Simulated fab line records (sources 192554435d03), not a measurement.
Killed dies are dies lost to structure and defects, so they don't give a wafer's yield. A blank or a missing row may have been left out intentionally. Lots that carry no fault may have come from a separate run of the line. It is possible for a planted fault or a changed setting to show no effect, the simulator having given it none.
Split-lot study ; flow n5-finfet ; 39 wafers read across 7 lots, on a route 1938 steps long

THE SPLIT ITSELF
At N5_HKMG_FIN_ETCH_35 (etches SOC in N2/H2, target depth 215.8 nm, time 243.4 s), the setting target-depth-a was moved away from the recipe's 2158 angstrom on 12 of the 39 wafers read, by -49.3% to +29.0%. For the rest of the wafers, this setting stayed at what the recipe calls for.

The reading is taken at the split's own step.

THE READING
HKMG_FIN.feature-depth-nm (the simulator's own value, which no gauge read), in nm, at N5_HKMG_FIN_ETCH_35 (etches SOC in N2/H2, target depth 215.8 nm, time 243.4 s). There is no usual value for it anywhere in the file. The 27 wafers here that ran the recipe average 214.0 nm, standard deviation 5.5 nm.

wafer;tool, chamber at the split;target-depth-a as run, angstrom;against the recipe;HKMG_FIN.feature-depth-nm, nm;against lot-mates on the recipe
L079.1;rie-diel-04, 0;2158;recipe;210.4;-
L079.2;rie-diel-04, 3;2158;recipe;222.4;-
L079.3;rie-diel-04, 1;2158;recipe;216.8;-
L079.4;rie-diel-04, 1;2158;recipe;216.8;-
L079.5;rie-diel-04, 3;2158;recipe;219.8;-
L079.6;rie-diel-04, 0;2158;recipe;210.6;-
L080.1;rie-diel-05, 2;2158;recipe;197.4;-
L080.2;rie-diel-05, 1;1655;-23.3%;164.8;-48.2
L080.3;rie-diel-05, 0;2158;recipe;220.2;-
L080.4;rie-diel-05, 2;1655;-23.3%;152.8;-60.2
L080.5;rie-diel-05, 0;2158;recipe;221.4;-
L080.6;rie-diel-05, 1;1655;-23.3%;166.8;-46.2
L087.1;rie-diel-01, 1;1094;-49.3%;105.2;-111.2
L087.2;rie-diel-01, 0;1094;-49.3%;109;-107.4
L087.3;rie-diel-01, 3;2158;recipe;215.8;-
L087.4;rie-diel-01, 2;2158;recipe;217.4;-
L087.5;rie-diel-01, 0;1094;-49.3%;108.4;-108.0
L087.6;rie-diel-01, 3;2158;recipe;216;-
L091.1;rie-diel-04, 3;2784;+29.0%;285.6;+75.1
L091.2;rie-diel-04, 1;2784;+29.0%;276.4;+65.9
L091.3;rie-diel-04, 0;2158;recipe;207.8;-
L091.4;rie-diel-04, 3;2784;+29.0%;286.6;+76.1
L091.5;rie-diel-04, 0;2158;recipe;208.4;-
L091.6;rie-diel-04, 1;2158;recipe;215.4;-
L093.2;rie-diel-04, 0;2158;recipe;208.4;-
L093.4;rie-diel-04, 1;2158;recipe;215.4;-
L093.6;rie-diel-04, 3;2158;recipe;221;-
L094.1;rie-diel-01, 3;2158;recipe;213.8;-
L094.2;rie-diel-01, 0;2158;recipe;217.8;-
L094.3;rie-diel-01, 1;2158;recipe;208.4;-
L094.4;rie-diel-01, 2;2158;recipe;214.2;-
L094.5;rie-diel-01, 3;2158;recipe;213.8;-
L094.6;rie-diel-01, 2;2158;recipe;215.2;-
L095.1;rie-diel-04, 1;2602;+20.6%;259.2;+48.1
L095.2;rie-diel-04, 3;2602;+20.6%;267.6;+56.5
L095.3;rie-diel-04, 2;2158;recipe;217.2;-
L095.4;rie-diel-04, 0;2158;recipe;209.2;-
L095.5;rie-diel-04, 0;2158;recipe;207;-
L095.6;rie-diel-04, 1;2602;+20.6%;257.4;+46.3

THE FIT
A straight line over all 39 wafers: HKMG_FIN.feature-depth-nm changes by +2.23 nm for each +1% of target-depth-a; r = +0.99; the points scatter about the line by 5.6 nm.
The same after taking each lot's own level away (the mean of its wafers on the recipe; 39 wafers): +2.29 nm for each +1%; r = +0.99; scatter 5.4 nm.
On that fit, the largest move of target-depth-a shifts the reading by 1.1e+02 nm.
Across the lots, their own levels run from 210.53 to 216.40 nm, a range of 1.1 times the standard deviation given above.
Consequently the slope shifts little with the lot-to-lot level, the two slopes agreeing.
Check: -112 nm against its lot-mates is what the line predicts for one of the wafers moved furthest among these (-49.3%) when that wafer is left out of the fit. Against them it came out at -111 nm.

THESE WAFERS: OTHER SPLITS
Note: prior to the reading, these wafers also went through further splits. Each is held against what the fit with the lots' levels taken away leaves over:
other split on the same wafers;wafers away from the commonest value;r with HKMG_FIN.feature-depth-nm (lot level and that fit taken away)
N5_ZERO_LAYER_DEVELOP_10 develop-time-s;15;+0.05
N5_SD_EPI_P_ETCH_16 target-depth-a;9;-0.09

THE WHOLE CHAIN: every reading that the file lists as answering this split, in the file's order
step;what it does;reading;change (the file's fit);r (the file's)
N5_HKMG_FIN_ETCH_35;etches SOC in N2/H2, target depth 215.8 nm, time 243.4 s;etch.depth-nm (the simulator's own value, which no gauge read);+2.29 nm for each +1% of the setting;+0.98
N5_HKMG_FIN_ETCH_35;etches SOC in N2/H2, target depth 215.8 nm, time 243.4 s;SOC_of_HKMG_FIN_COAT_29.thk-nm (the simulator's own value, which no gauge read);-2.29 nm for each +1% of the setting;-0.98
N5_HKMG_FIN_ETCH_35;etches SOC in N2/H2, target depth 215.8 nm, time 243.4 s;HKMG_FIN.feature-depth-nm (the simulator's own value, which no gauge read);+2.29 nm for each +1% of the setting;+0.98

THE FILE'S OWN FIT
HKMG_FIN.feature-depth-nm changes by +2.29 nm for each +1% of target-depth-a, r = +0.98.
